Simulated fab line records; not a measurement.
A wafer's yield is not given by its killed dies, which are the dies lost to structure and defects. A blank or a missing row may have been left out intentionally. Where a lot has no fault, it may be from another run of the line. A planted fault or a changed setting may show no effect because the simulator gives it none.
Matching of chambers / flow n5Finfet / 4 sister chambers for N5_BEOL_M6_ETCH_62 on rieDiel-05
The step etches SOC in N2/H2, target depth 110 nm, overetch 22 nm, time 165 s. 8 wafers are shown with their chamber, then 7 later ones without.

## EACH WAFER AND ITS CHAMBER
wafer=L075.2; chamber=0; drypumpMotorCurrentA (A)=5.2; throttleValvePct (%)=17.74
wafer=L078.3; chamber=2; drypumpMotorCurrentA (A)=6.6; throttleValvePct (%)=17.64
wafer=L078.5; chamber=3; drypumpMotorCurrentA (A)=5.7; throttleValvePct (%)=17.59
wafer=L086.1; chamber=1; drypumpMotorCurrentA (A)=5.5; throttleValvePct (%)=18.19
wafer=L086.2; chamber=0; drypumpMotorCurrentA (A)=5.1; throttleValvePct (%)=17.77
wafer=L086.3; chamber=2; drypumpMotorCurrentA (A)=6.6; throttleValvePct (%)=17.67
wafer=L092.2; chamber=1; drypumpMotorCurrentA (A)=5.5; throttleValvePct (%)=18.20
wafer=L092.3; chamber=3; drypumpMotorCurrentA (A)=5.7; throttleValvePct (%)=17.65

## WAFERS WITHOUT THEIR CHAMBER
wafer=L092.5; drypumpMotorCurrentA (A)=6.6; throttleValvePct (%)=17.68
wafer=L093.1; drypumpMotorCurrentA (A)=5.7; throttleValvePct (%)=17.67
wafer=L093.2; drypumpMotorCurrentA (A)=6.6; throttleValvePct (%)=17.72
wafer=L093.6; drypumpMotorCurrentA (A)=5.1; throttleValvePct (%)=17.83
wafer=L096.1; drypumpMotorCurrentA (A)=5.5; throttleValvePct (%)=18.22
wafer=L096.2; drypumpMotorCurrentA (A)=5.1; throttleValvePct (%)=17.83
wafer=L096.6; drypumpMotorCurrentA (A)=5.1; throttleValvePct (%)=17.83

## CHAMBER TAKEN BY EACH
wafer=L092.5; from the rows above=2; in truth=2
wafer=L093.1; from the rows above=3; in truth=3
wafer=L093.2; from the rows above=2; in truth=2
wafer=L093.6; from the rows above=0; in truth=0
wafer=L096.1; from the rows above=1; in truth=1
wafer=L096.2; from the rows above=0; in truth=0
wafer=L096.6; from the rows above=0; in truth=0
7 of 7 placed correctly. Can't be placed from these rows: 0. Number placed wrongly: 0.
How it was worked out, from the rows above alone: a wafer's distance from a chamber is the root of the sum, over the readings, of the square of ((its reading less the chamber's mean) divided by the reading's scatter). If the next closest chamber is less than 2 further off than the closest, the wafer can't be placed; otherwise it belongs to the closest. Each chamber's mean is taken over the wafers shown for it. How the scatter is found: for the shown wafers, subtract from each reading the mean of its chamber, square and add these, divide the total by (wafers less chambers), then take the root.
